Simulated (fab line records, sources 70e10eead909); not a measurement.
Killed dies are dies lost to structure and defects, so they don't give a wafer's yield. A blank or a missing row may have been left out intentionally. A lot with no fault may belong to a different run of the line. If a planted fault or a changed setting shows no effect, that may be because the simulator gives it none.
Matching of chambers -- flow nandHarc -- 3 sister chambers for NHARC_A_M1_DEP_33 on pecvd-04
The step deposits SiCN, target thk 30 nm. 6 wafers are shown with their chamber, then 8 later ones without.

## EACH WAFER AND ITS CHAMBER
wafer,chamber,heaterPowerW (W),rfFwdPowerW (W)
L088.5,0,577,450.8
L088.6,2,681,449.0
L086.1,0,598,445.6
L086.2,2,677,451.1
L086.3,1,727,448.9
L089.1,1,757,450.0

## WAFERS WITHOUT THEIR CHAMBER
wafer,heaterPowerW (W),rfFwdPowerW (W)
L089.3,630,446.5
L089.6,632,446.4
L093.1,743,449.1
L093.2,622,447.9
L093.6,686,450.3
L097.1,673,449.6
L097.4,722,451.2
L097.5,683,449.9

## WHICH CHAMBER EACH WENT THROUGH
wafer,from the rows above,in truth
L089.3,can't be placed: 0 or 2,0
L089.6,can't be placed: 0 or 2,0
L093.1,1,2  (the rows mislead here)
L093.2,can't be placed: 0 or 2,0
L093.6,2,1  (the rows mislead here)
L097.1,2,2
L097.4,can't be placed: 1 or 2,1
L097.5,2,2
Correctly placed: 2 of 8. Not placeable from these rows: 4 (in 4, the candidates include the true chamber). Placed wrongly: 2.
How it was worked out, from the rows above alone: a wafer's distance from a chamber is the root of the sum, over the readings, of the square of ((its reading less the chamber's mean) divided by the reading's scatter). The wafer belongs to the nearest chamber; if the next one is less than 2 further off, it can't be placed. Each chamber's mean is taken over the wafers shown for it. The scatter: take each reading less its chamber's mean, square it, sum over the shown wafers, divide by the number of wafers less the number of chambers, and take the root.
